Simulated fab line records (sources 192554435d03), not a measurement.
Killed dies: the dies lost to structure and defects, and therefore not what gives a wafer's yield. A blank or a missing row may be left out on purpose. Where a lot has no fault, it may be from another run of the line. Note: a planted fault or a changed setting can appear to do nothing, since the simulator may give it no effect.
fab line records	flow n5-finfet
[record] lots = 24	wafers = 72	last-day = 20
route steps=1938 shown BEOL_M3@947
lots that met no fault: from a run of the same line without faults
start-h: hours from the record's opening day to when the first of the lot's shown wafers began	wait-h: hours since the lot's step before	" identical to the entry in the row above	L1.1+2: a row that stands for several wafers	- no value, or no start was given	* or withheld: withheld	< > ~ a bound
route shown NAME@n: NAME is a module with steps in the file, n the number in the route of the first one	usual: mean and standard deviation over wafers with no fault	same: alike in all rows	chamber/n: place in a boat	sites: the reading at each site	_std_site: standard deviation across them	_edge_site: mean of outer sites minus mean of inner sites	radius-mm: how far each site lies from the wafer's centre	mask NAME#n: copy n	behind: the most recent tool/chamber to have shaped the wafer	hold: what put the lot on hold/how long, in hours/how the hold closed	device: transistor that didn't switch, given as n, p or np	end of line: tests of these same wafers at the route's end	where a step has no rows: the recipe by itself	killed: dies that structure and defects cost at the first sort, which is not the same as the wafer's yield	map: a wafer's dies, x killed, . not, _ none there
set.NAME: the setting that was run; set.NAME@STEP: the one run at that earlier step	model.NAME: the simulator's own value behind a step, which no gauge read
one table for each step of the route and one row for each wafer, over a sample of lots
services: a tool's chamber out of use, with start hour (start-h, from the record's first day; less than 0 if before it), hours out, and reason
[[steps]]
[step N5_BEOL_M3_DESCUM_16]
[recipe] chemistry = O2	time-s = 7	source-power-w = 50	bias-power-w = 20	pressure-mtorr = 20	rf-frequency-hz = 2.712e+07	temp-c = 40	resist = CAR-EUV	o2-flow-sccm = 225
[usual] bias-power-w = 20.00/0.068	drypump-motor-current-A = 5.8/0.56	oes-product-au = 0.80/0.067	rf-vpp-V = 243.0/1.4	showerhead-plenum-p-Torr = 2.09/0.069	throttle-valve-pct = 20.33/0.2
lot.wafer	tool	chamber	start-h	wait-h	bias-power-w	drypump-motor-current-A	oes-product-au	rf-hours-counter-h	rf-vpp-V	showerhead-plenum-p-Torr	throttle-valve-pct
L074.1	rie-diel-05	3	155.80	0.0	20.04	5.8	0.77	136	244.8	2.20	20.14
L074.4	"	0	"	"	20.03	5.0	0.77	151	245.0	2.18	20.22
L074.6	"	2	"	"	19.96	5.3	0.94	-	242.3	2.05	20.19
L075.1	rie-diel-02	3	159.91	0.0	20.09	4.7	0.85	58	242.0	2.03	20.05
L075.4	"	1	"	"	20.07	6.4	0.91	21	243.8	2.24	20.37
L075.5	"	0	"	"	19.97	5.8	0.82	-	243.4	2.12	20.08
L076.2	rie-diel-02	2	161.54	0.0	19.96	6.1	0.83	54	243.4	2.13	20.47
L076.3	"	0	"	"	20.03	5.8	0.82	89	243.6	2.12	20.06
L076.5	"	2	"	"	20.00	6.1	0.84	-	244.5	2.13	20.49
L079.4	rie-diel-02	2	177.11	0.0	20.00	6.1	0.83	-	244.4	2.13	20.49
L079.5	"	1	"	"	20.01	6.4	0.90	-	245.0	2.24	20.39
L079.6	"	0	"	"	20.04	5.8	0.81	-	244.1	2.12	20.08
L077.1	rie-diel-06	3	180.55	0.3	19.98	5.8	0.81	103	242.3	2.03	20.60
L077.4	"	2	"	"	20.02	6.6	0.70	234	242.7	2.07	20.69
L077.5	"	2	"	"	20.01	6.5	0.71	-	242.1	2.07	20.67
L078.1	rie-diel-02	2	185.26	0.0	20.05	6.1	0.82	64	243.9	2.13	20.49
L078.4	"	0	"	"	19.96	5.8	0.81	-	243.8	2.12	20.09
L078.6	"	2	"	"	19.99	6.1	0.83	-	243.7	2.13	20.49
L081.1	rie-diel-06	1	201.97	0.0	20.00	5.2	0.81	95	241.4	2.03	20.43
L081.4	"	0	"	"	19.97	6.2	0.69	230	242.7	2.07	20.24
L081.5	"	2	"	"	20.10	6.6	0.69	-	242.0	2.06	20.68
L080.2	rie-diel-02	1	206.44	0.1	20.04	6.4	0.88	40	246.8	2.23	20.40
L080.3	"	0	"	"	19.98	5.8	0.80	101	245.0	2.12	20.08
L080.6	"	0	"	"	20.09	5.8	0.81	-	242.3	2.12	20.08
L083.1	rie-diel-02	3	206.71	0.1	19.93	4.7	0.82	70	241.9	2.02	20.09
L083.4	"	0	"	"	20.08	5.8	0.81	101	242.6	2.12	20.07
L083.6	"	0	"	"	20.03	5.8	0.81	-	243.4	2.12	20.07
L082.1	rie-diel-06	1	226.54	0.0	20.06	5.2	0.80	102	241.5	2.03	20.43
L082.5	"	0	"	"	19.99	6.2	0.69	-	241.8	2.06	20.27
L082.6	"	3	"	"	20.12	5.8	0.79	-	242.9	2.03	20.62
L084.2	rie-diel-05	1	229.39	0.0	20.11	6.0	0.74	170	243.3	2.09	20.19
L084.3	"	3	"	"	19.82	5.8	0.74	160	245.6	2.19	20.19
L084.5	"	3	"	"	19.96	5.8	0.75	-	244.1	2.19	20.19
L085.3	rie-diel-06	2	233.04	0.0	20.07	6.5	0.68	249	241.5	2.06	20.69
L085.4	"	1	"	"	20.00	5.3	0.80	104	242.2	2.03	20.43
L085.5	"	0	"	"	20.02	6.2	0.69	-	242.2	2.06	20.26
L086.1	rie-diel-02	0	233.53	0.0	20.03	5.7	0.80	108	243.8	2.12	20.09
L086.4	"	2	"	"	20.03	6.1	0.82	81	245.0	2.12	20.51
L086.5	"	2	"	"	20.05	6.1	0.81	-	244.7	2.12	20.50
L087.4	rie-diel-02	0	233.76	0.1	19.86	5.8	0.79	108	243.1	2.12	20.09
L087.5	"	3	"	"	19.97	4.7	0.81	-	241.4	2.02	20.09
L087.6	"	0	"	"	19.95	5.7	0.79	-	242.9	2.12	20.10
L089.3	rie-diel-02	3	242.06	0.0	19.93	4.7	0.81	80	242.9	2.02	20.11
L089.4	"	0	"	"	19.96	5.7	0.79	111	242.5	2.12	20.10
L089.6	"	3	"	"	19.92	4.7	0.82	-	241.9	2.02	20.08
L088.1	rie-diel-06	1	247.99	0.0	20.06	5.2	0.80	111	241.3	2.03	20.43
L088.4	"	0	"	"	20.10	6.2	0.68	-	242.5	2.06	20.27
L088.6	"	1	"	"	20.02	5.2	0.80	-	242.8	2.03	20.45
L090.1	rie-diel-06	0	255.61	0.5	19.99	6.2	0.68	249	241.6	2.06	20.28
L090.5	"	0	"	"	19.99	6.2	0.68	-	242.8	2.06	20.26
L090.6	"	3	"	"	20.01	5.8	0.78	-	240.8	2.02	20.65
L091.2	rie-diel-05	2	255.95	0.8	19.93	5.3	0.88	51	242.3	2.04	20.24
L091.3	"	1	"	"	20.10	5.9	0.73	177	242.1	2.09	20.20
L091.4	"	0	"	"	20.05	5.0	0.75	181	245.0	2.17	20.27
L092.2	rie-diel-05	1	275.14	0.3	19.91	6.0	0.73	179	243.4	2.08	20.20
L092.4	"	3	"	"	20.04	5.8	0.73	172	245.2	2.19	20.20
L092.5	"	0	"	"	19.94	5.0	0.74	-	245.3	2.17	20.26
L093.2	rie-diel-06	2	276.39	0.0	20.01	6.6	0.99	2	243.5	2.06	20.34
L093.3	"	3	"	"	20.12	5.8	0.76	134	241.6	2.02	20.67
L093.4	"	2	"	"	20.02	6.6	0.99	-	242.1	2.06	20.33
L094.2	rie-diel-02	3	283.20	0.0	19.90	4.7	0.81	92	242.8	2.02	20.10
L094.4	"	0	"	"	20.10	5.7	0.79	122	245.3	2.11	20.13
L094.5	"	0	"	"	20.09	5.8	0.79	-	242.1	2.11	20.13
L095.1	rie-diel-02	2	299.33	0.0	20.08	6.1	0.78	101	245.3	2.12	20.54
L095.3	"	3	"	"	20.09	4.8	0.79	96	241.8	2.01	20.12
L095.6	"	1	"	"	20.08	6.4	0.83	-	245.1	2.22	20.44
L096.2	rie-diel-06	1	306.80	0.1	20.03	5.2	0.77	131	241.2	2.02	20.48
L096.4	"	2	"	"	20.03	6.6	0.96	11	242.8	2.06	20.35
L096.6	"	1	"	"	19.98	5.2	0.77	-	242.8	2.02	20.47
L097.1	rie-diel-06	2	316.08	0.0	20.10	6.6	0.95	14	242.8	2.06	20.38
L097.2	"	1	"	"	19.90	5.3	0.77	134	242.7	2.02	20.49
L097.5	"	2	"	"	20.13	6.6	0.95	-	241.3	2.06	20.35
[step N5_BEOL_M3_CD_MEAS_18]
[recipe] pitch-nm = 36	target-cd-nm = 18
[usual] cd-nm = 17.99/0.26
lot.wafer	tool	chamber	start-h	wait-h	cd-nm
L074.1	cd-sem-01	-	156.24	0.1	18.28
L074.4	"	-	"	"	18.26
L074.6	"	-	"	"	17.60
L075.1	cd-sem-01	-	160.37	0.0	17.63
L075.4	"	-	"	"	17.76
L075.5	"	-	"	"	18.56
L076.2	cd-sem-02	-	162.00	0.1	18.07
L076.3	"	-	"	"	17.97
L076.5	"	-	"	"	17.58
L079.4	cd-sem-03	-	177.53	0.1	18.04
L079.5	"	-	"	"	18.46
L079.6	"	-	"	"	18.10
L077.1	cd-sem-01	-	181.17	0.0	18.05
L077.4	"	-	"	"	17.88
L077.5	"	-	"	"	17.88
L078.1	cd-sem-03	-	185.69	0.0	17.95
L078.4	"	-	"	"	17.92
L078.6	"	-	"	"	17.88
L081.1	cd-sem-02	-	202.41	0.1	17.76
L081.4	"	-	"	"	18.05
L081.5	"	-	"	"	18.16
L080.2	cd-sem-02	-	206.87	0.1	18.44
L080.3	"	-	"	"	18.82
L080.6	"	-	"	"	18.48
L083.1	cd-sem-02	-	207.14	0.0	18.49
L083.4	"	-	"	"	18.20
L083.6	"	-	"	"	18.24
L082.1	cd-sem-01	-	227.07	0.0	17.83
L082.5	"	-	"	"	17.98
L082.6	"	-	"	"	18.23
L084.2	cd-sem-03	-	229.82	0.1	18.12
L084.3	"	-	"	"	17.84
L084.5	"	-	"	"	17.91
L085.3	cd-sem-02	-	233.56	0.1	18.08
L085.4	"	-	"	"	18.05
L085.5	"	-	"	"	18.23
L086.1	cd-sem-01	-	234.05	0.0	17.72
L086.4	"	-	"	"	17.79
L086.5	"	-	"	"	18.05
L087.4	cd-sem-02	-	234.23	0.1	18.05
L087.5	"	-	"	"	17.89
L087.6	"	-	"	"	18.27
L089.3	cd-sem-03	-	242.50	0.1	18.03
L089.4	"	-	"	"	18.10
L089.6	"	-	"	"	17.59
L088.1	cd-sem-02	-	248.42	0.0	18.22
L088.4	"	-	"	"	18.56
L088.6	"	-	"	"	18.11
L090.1	cd-sem-02	-	256.05	0.1	18.19
L090.5	"	-	"	"	18.20
L090.6	"	-	"	"	18.25
L091.2	cd-sem-02	-	256.38	0.1	17.87
L091.3	"	-	"	"	17.90
L091.4	"	-	"	"	17.63
L092.2	cd-sem-03	-	275.74	0.1	18.20
L092.4	"	-	"	"	17.88
L092.5	"	-	"	"	17.76
L093.2	cd-sem-01	-	276.82	0.1	17.98
L093.3	"	-	"	"	18.07
L093.4	"	-	"	"	18.09
L094.2	cd-sem-01	-	283.63	0.1	18.02
L094.4	"	-	"	"	17.82
L094.5	"	-	"	"	18.03
L095.1	cd-sem-01	-	299.76	0.0	18.03
L095.3	"	-	"	"	17.81
L095.6	"	-	"	"	17.69
L096.2	cd-sem-02	-	307.23	0.1	17.96
L096.4	"	-	"	"	18.22
L096.6	"	-	"	"	17.91
L097.1	cd-sem-01	-	316.53	0.0	17.78
L097.2	"	-	"	"	17.74
L097.5	"	-	"	"	17.75
[step N5_BEOL_M3_DEGAS_44]
[recipe] ambient = vacuum	temp-c = 250	time-s = 60
[usual] heater-power-w = 334/18
lot.wafer	tool	chamber	start-h	wait-h	heater-power-w
L074.1	pvd-sputter-02	-	176.96	0.3	349
L074.4	"	-	"	"	353
L074.6	"	-	"	"	348
L075.1	pvd-sputter-01	-	177.00	0.3	337
L075.4	"	-	"	"	295
L075.5	"	-	"	"	337
L076.2	pvd-sputter-03	-	180.84	0.3	324
L076.3	"	-	"	"	326
L076.5	"	-	"	"	320
L079.4	pvd-sputter-01	-	185.32	0.6	336
L079.5	"	-	"	"	341
L079.6	"	-	"	"	321
L077.1	pvd-sputter-03	-	189.46	0.2	320
L077.4	"	-	"	"	356
L077.5	"	-	"	"	350
L078.1	pvd-sputter-02	-	192.04	1.7	356
L078.4	"	-	"	"	351
L078.6	"	-	"	"	354
L081.1	pvd-sputter-01	-	207.06	0.3	299
L081.4	"	-	"	"	338
L081.5	"	-	"	"	336
L080.2	pvd-sputter-01	-	215.22	0.5	334
L080.3	"	-	"	"	323
L080.6	"	-	"	"	341
L083.1	pvd-sputter-03	-	222.79	0.3	322
L083.4	"	-	"	"	351
L083.6	"	-	"	"	329
L082.1	pvd-sputter-02	-	241.65	0.3	353
L082.5	"	-	"	"	358
L082.6	"	-	"	"	346
L084.2	pvd-sputter-01	-	246.63	0.3	342
L084.3	"	-	"	"	324
L084.5	"	-	"	"	337
L085.3	pvd-sputter-03	-	246.77	0.2	340
L085.4	"	-	"	"	325
L085.5	"	-	"	"	325
L086.1	pvd-sputter-02	-	250.72	0.3	310
L086.4	"	-	"	"	353
L086.5	"	-	"	"	356
L087.4	pvd-sputter-02	-	251.42	0.1	349
L087.5	"	-	"	"	346
L087.6	"	-	"	"	316
L089.3	pvd-sputter-02	-	256.32	0.2	356
L089.4	"	-	"	"	350
L089.6	"	-	"	"	355
L088.1	pvd-sputter-02	-	265.64	0.5	317
L088.4	"	-	"	"	351
L088.6	"	-	"	"	355
L090.1	pvd-sputter-03	-	269.51	0.1	310
L090.5	"	-	"	"	355
L090.6	"	-	"	"	328
L091.2	pvd-sputter-03	-	275.00	0.3	300
L091.3	"	-	"	"	349
L091.4	"	-	"	"	317
L093.2	pvd-sputter-03	-	285.54	0.1	360
L093.3	"	-	"	"	329
L093.4	"	-	"	"	305
L092.2	pvd-sputter-02	-	285.56	0.1	322
L092.4	"	-	"	"	349
L092.5	"	-	"	"	358
L094.2	pvd-sputter-02	-	290.69	0.2	316
L094.4	"	-	"	"	345
L094.5	"	-	"	"	366
L095.1	pvd-sputter-03	-	323.34	0.3	305
L095.3	"	-	"	"	331
L095.6	"	-	"	"	353
L096.2	pvd-sputter-02	-	328.65	0.4	328
L096.4	"	-	"	"	338
L096.6	"	-	"	"	321
L097.1	pvd-sputter-03	-	333.59	0.3	298
L097.2	"	-	"	"	349
L097.5	"	-	"	"	357
[step N5_BEOL_M3_SPUTTER_88]
[recipe] material = Cu	target-thk-a = 45	temp-c = -20	chamber-pressure-pa = 0.07	power-w = withheld	time-s = 8.29
[usual] chuck-sensor-temp-C = -15.9/0.63	throttle-valve-pct = 30.5/0.64
lot.wafer	tool	chamber	start-h	wait-h	chuck-sensor-temp-C	throttle-valve-pct
L074.1	pvd-sputter-03	-	178.70	0.1	-16.0	30.4
L074.4	"	-	"	"	-14.8	30.0
L074.6	"	-	"	"	-16.6	30.1
L075.1	pvd-sputter-02	-	179.76	0.1	-16.0	29.5
L075.4	"	-	"	"	-15.5	30.2
L075.5	"	-	"	"	-15.7	30.1
L076.2	pvd-sputter-01	-	182.42	0.1	-16.4	31.8
L076.3	"	-	"	"	-16.4	30.3
L076.5	"	-	"	"	-16.2	31.5
L079.4	pvd-sputter-02	-	188.16	0.1	-16.0	29.7
L079.5	"	-	"	"	-16.1	29.9
L079.6	"	-	"	"	-15.6	30.0
L077.1	pvd-sputter-02	-	191.00	0.1	-15.5	30.1
L077.4	"	-	"	"	-15.6	30.1
L077.5	"	-	"	"	-16.1	29.7
L078.1	pvd-sputter-03	-	193.52	0.1	-16.5	30.3
L078.4	"	-	"	"	-14.8	30.5
L078.6	"	-	"	"	-16.5	30.1
L081.1	pvd-sputter-03	-	209.74	0.1	-16.7	30.5
L081.4	"	-	"	"	-14.8	30.2
L081.5	"	-	"	"	-16.0	29.3
L080.2	pvd-sputter-02	-	217.34	0.1	-16.0	29.8
L080.3	"	-	"	"	-15.7	30.1
L080.6	"	-	"	"	-16.0	29.7
L083.1	pvd-sputter-02	-	224.45	0.1	-15.6	30.1
L083.4	"	-	"	"	-15.6	30.8
L083.6	"	-	"	"	-15.7	30.3
L082.1	pvd-sputter-01	-	243.37	0.1	-16.8	31.2
L082.5	"	-	"	"	-16.4	30.1
L082.6	"	-	"	"	-16.4	31.6
L084.2	pvd-sputter-02	-	248.34	0.1	-16.1	29.8
L084.3	"	-	"	"	-15.6	31.0
L084.5	"	-	"	"	-15.5	29.9
L085.3	pvd-sputter-01	-	250.05	0.1	-14.9	30.9
L085.4	"	-	"	"	-16.3	31.7
L085.5	"	-	"	"	-16.9	31.3
L086.1	pvd-sputter-01	-	252.91	0.1	-16.3	31.7
L086.4	"	-	"	"	-16.2	30.4
L086.5	"	-	"	"	-16.9	31.4
L087.4	pvd-sputter-02	-	253.60	0.1	-16.0	30.2
L087.5	"	-	"	"	-15.4	30.1
L087.6	"	-	"	"	-15.8	30.2
L089.3	pvd-sputter-01	-	258.05	0.1	-16.9	31.4
L089.4	"	-	"	"	-16.1	31.6
L089.6	"	-	"	"	-14.9	30.9
L088.1	pvd-sputter-03	-	268.55	0.1	-15.9	30.8
L088.4	"	-	"	"	-16.6	30.2
L088.6	"	-	"	"	-15.7	29.7
L090.1	pvd-sputter-01	-	272.88	0.1	-15.0	30.9
L090.5	"	-	"	"	-14.9	31.0
L090.6	"	-	"	"	-16.3	30.1
L091.2	pvd-sputter-03	-	278.07	0.1	-15.8	29.6
L091.3	"	-	"	"	-16.5	30.1
L091.4	"	-	"	"	-16.2	30.5
L093.2	pvd-sputter-01	-	287.26	0.1	-16.3	30.4
L093.3	"	-	"	"	-14.7	30.7
L093.4	"	-	"	"	-16.1	31.9
L092.2	pvd-sputter-01	-	289.10	0.1	-16.7	31.4
L092.4	"	-	"	"	-14.8	31.0
L092.5	"	-	"	"	-17.0	31.5
L094.2	pvd-sputter-03	-	292.41	0.1	-14.9	30.2
L094.4	"	-	"	"	-15.6	29.5
L094.5	"	-	"	"	-15.7	29.6
L095.1	pvd-sputter-03	-	324.98	0.1	-15.8	29.8
L095.3	"	-	"	"	-16.1	30.7
L095.6	"	-	"	"	-16.6	30.4
L096.2	pvd-sputter-01	-	330.27	0.1	-16.8	31.5
L096.4	"	-	"	"	-16.5	30.2
L096.6	"	-	"	"	-14.8	31.1
L097.1	pvd-sputter-01	-	335.28	0.1	-16.1	31.9
L097.2	"	-	"	"	-16.5	30.5
L097.5	"	-	"	"	-16.5	30.3
[step N5_BEOL_M3_ANNEAL_89]
[recipe] temp-c = 400	time-s = 240	ambient = vacuum
[usual] heater-power-w = 826/51
lot.wafer	tool	chamber	start-h	wait-h	heater-power-w
L074.1	pvd-sputter-03	-	178.78	0.0	746
L074.4	"	-	"	"	791
L074.6	"	-	"	"	885
L075.1	pvd-sputter-02	-	179.84	0.0	805
L075.4	"	-	"	"	889
L075.5	"	-	"	"	894
L076.2	pvd-sputter-01	-	182.50	0.0	823
L076.3	"	-	"	"	850
L076.5	"	-	"	"	825
L079.4	pvd-sputter-02	-	188.24	0.0	790
L079.5	"	-	"	"	787
L079.6	"	-	"	"	909
L077.1	pvd-sputter-02	-	191.08	0.0	873
L077.4	"	-	"	"	886
L077.5	"	-	"	"	808
L078.1	pvd-sputter-03	-	193.60	0.0	888
L078.4	"	-	"	"	785
L078.6	"	-	"	"	890
L081.1	pvd-sputter-03	-	209.82	0.0	888
L081.4	"	-	"	"	780
L081.5	"	-	"	"	832
L080.2	pvd-sputter-02	-	217.42	0.0	810
L080.3	"	-	"	"	899
L080.6	"	-	"	"	803
L083.1	pvd-sputter-02	-	224.53	0.0	909
L083.4	"	-	"	"	865
L083.6	"	-	"	"	884
L082.1	pvd-sputter-01	-	243.45	0.0	740
L082.5	"	-	"	"	864
L082.6	"	-	"	"	770
L084.2	pvd-sputter-02	-	248.42	0.0	790
L084.3	"	-	"	"	859
L084.5	"	-	"	"	883
L085.3	pvd-sputter-01	-	250.13	0.0	842
L085.4	"	-	"	"	814
L085.5	"	-	"	"	734
L086.1	pvd-sputter-01	-	252.99	0.0	793
L086.4	"	-	"	"	843
L086.5	"	-	"	"	729
L087.4	pvd-sputter-02	-	253.68	0.0	808
L087.5	"	-	"	"	880
L087.6	"	-	"	"	874
L089.3	pvd-sputter-01	-	258.13	0.0	726
L089.4	"	-	"	"	802
L089.6	"	-	"	"	853
L088.1	pvd-sputter-03	-	268.63	0.0	725
L088.4	"	-	"	"	892
L088.6	"	-	"	"	831
L090.1	pvd-sputter-01	-	272.96	0.0	833
L090.5	"	-	"	"	833
L090.6	"	-	"	"	850
L091.2	pvd-sputter-03	-	278.15	0.0	838
L091.3	"	-	"	"	905
L091.4	"	-	"	"	736
L093.2	pvd-sputter-01	-	287.34	0.0	819
L093.3	"	-	"	"	832
L093.4	"	-	"	"	807
L092.2	pvd-sputter-01	-	289.18	0.0	729
L092.4	"	-	"	"	840
L092.5	"	-	"	"	715
L094.2	pvd-sputter-03	-	292.49	0.0	793
L094.4	"	-	"	"	818
L094.5	"	-	"	"	807
L095.1	pvd-sputter-03	-	325.06	0.0	797
L095.3	"	-	"	"	741
L095.6	"	-	"	"	880
L096.2	pvd-sputter-01	-	330.35	0.0	738
L096.4	"	-	"	"	839
L096.6	"	-	"	"	847
L097.1	pvd-sputter-01	-	335.36	0.0	833
L097.2	"	-	"	"	840
L097.5	"	-	"	"	838
[step N5_BEOL_M3_SPUTTER_90]
[recipe] material = Cu	target-thk-a = 45	temp-c = -20	chamber-pressure-pa = 0.07	power-w = withheld	time-s = 8.29
[usual] chuck-sensor-temp-C = -15.9/0.63	throttle-valve-pct = 30.5/0.66
lot.wafer	tool	chamber	start-h	wait-h	chuck-sensor-temp-C	throttle-valve-pct
L074.1	pvd-sputter-03	-	178.92	0.1	-16.1	30.7
L074.4	"	-	"	"	-15.0	30.2
L074.6	"	-	"	"	-16.6	30.4
L075.1	pvd-sputter-02	-	179.98	0.1	-16.2	29.8
L075.4	"	-	"	"	-15.6	30.1
L075.5	"	-	"	"	-15.6	30.1
L076.2	pvd-sputter-01	-	182.64	0.1	-16.2	31.7
L076.3	"	-	"	"	-16.2	30.2
L076.5	"	-	"	"	-16.0	31.6
L079.4	pvd-sputter-02	-	188.38	0.1	-15.9	29.6
L079.5	"	-	"	"	-15.9	29.9
L079.6	"	-	"	"	-15.6	30.2
L077.1	pvd-sputter-02	-	191.22	0.1	-15.6	30.3
L077.4	"	-	"	"	-15.4	30.3
L077.5	"	-	"	"	-16.0	29.7
L078.1	pvd-sputter-03	-	193.74	0.1	-16.6	30.1
L078.4	"	-	"	"	-14.8	30.6
L078.6	"	-	"	"	-16.5	29.9
L081.1	pvd-sputter-03	-	209.96	0.1	-16.5	30.2
L081.4	"	-	"	"	-14.7	30.1
L081.5	"	-	"	"	-15.9	29.4
L080.2	pvd-sputter-02	-	217.56	0.1	-15.9	29.6
L080.3	"	-	"	"	-15.7	30.2
L080.6	"	-	"	"	-16.0	29.7
L083.1	pvd-sputter-02	-	224.67	0.1	-15.7	30.1
L083.4	"	-	"	"	-15.7	31.0
L083.6	"	-	"	"	-15.7	30.1
L082.1	pvd-sputter-01	-	243.59	0.1	-16.7	31.3
L082.5	"	-	"	"	-16.5	29.8
L082.6	"	-	"	"	-16.1	31.6
L084.2	pvd-sputter-02	-	248.56	0.1	-16.1	29.9
L084.3	"	-	"	"	-15.5	31.3
L084.5	"	-	"	"	-15.4	30.4
L085.3	pvd-sputter-01	-	250.27	0.1	-14.9	31.1
L085.4	"	-	"	"	-16.2	31.6
L085.5	"	-	"	"	-16.7	31.4
L086.1	pvd-sputter-01	-	253.13	0.1	-16.3	31.9
L086.4	"	-	"	"	-16.6	30.0
L086.5	"	-	"	"	-16.6	31.5
L087.4	pvd-sputter-02	-	253.82	0.1	-16.1	29.5
L087.5	"	-	"	"	-15.6	30.1
L087.6	"	-	"	"	-15.7	30.2
L089.3	pvd-sputter-01	-	258.27	0.1	-16.9	31.6
L089.4	"	-	"	"	-16.2	31.6
L089.6	"	-	"	"	-14.8	30.9
L088.1	pvd-sputter-03	-	268.77	0.1	-16.0	30.6
L088.4	"	-	"	"	-16.6	30.2
L088.6	"	-	"	"	-16.0	29.6
L090.1	pvd-sputter-01	-	273.10	0.1	-14.9	31.2
L090.5	"	-	"	"	-14.9	31.0
L090.6	"	-	"	"	-16.3	30.1
L091.2	pvd-sputter-03	-	278.29	0.1	-15.9	29.4
L091.3	"	-	"	"	-16.5	30.5
L091.4	"	-	"	"	-16.0	30.7
L093.2	pvd-sputter-01	-	287.48	0.1	-16.4	30.3
L093.3	"	-	"	"	-15.0	30.9
L093.4	"	-	"	"	-16.1	31.5
L092.2	pvd-sputter-01	-	289.32	0.1	-17.0	31.3
L092.4	"	-	"	"	-14.8	31.1
L092.5	"	-	"	"	-17.1	31.5
L094.2	pvd-sputter-03	-	292.63	0.1	-14.6	30.2
L094.4	"	-	"	"	-15.8	29.6
L094.5	"	-	"	"	-15.9	29.5
L095.1	pvd-sputter-03	-	325.20	0.1	-15.8	29.5
L095.3	"	-	"	"	-16.1	31.0
L095.6	"	-	"	"	-16.5	30.4
L096.2	pvd-sputter-01	-	330.49	0.1	-16.8	31.5
L096.4	"	-	"	"	-16.5	30.2
L096.6	"	-	"	"	-14.7	30.8
L097.1	pvd-sputter-01	-	335.50	0.1	-16.3	31.7
L097.2	"	-	"	"	-16.4	30.2
L097.5	"	-	"	"	-16.3	30.4
[[services]]
tool	chamber	start-h	hours	kind
pvd-sputter-01	-	137.31	1.3	repair
rie-diel-06	-	143.51	0.7	repair
pvd-sputter-03	-	164.50	2.8	repair
rie-diel-02	3	173.20	15.3	repair
rie-diel-02	0	191.16	13.6	repair
rie-diel-06	2	235.12	-	clean
rie-diel-06	2	235.12	-	consumable-replace:focus-ring
rie-diel-06	2	235.12	34.8	scheduled-down
rie-diel-06	2	235.12	34.8	vent-cycle
rie-diel-05	1	268.62	5.2	repair
rie-diel-06	0	269.92	-	clean
rie-diel-06	0	269.92	-	consumable-replace:focus-ring
rie-diel-06	0	269.92	19.5	scheduled-down
rie-diel-06	0	269.92	19.5	vent-cycle
pvd-sputter-02	-	295.39	5.2	repair
rie-diel-05	0	295.90	7.5	repair
rie-diel-02	-	306.21	0.9	repair
rie-diel-05	-	311.94	4.3	pm
rie-diel-06	0	313.92	13.7	repair
rie-diel-05	-	332.69	0.7	repair
[[key]]
fault none
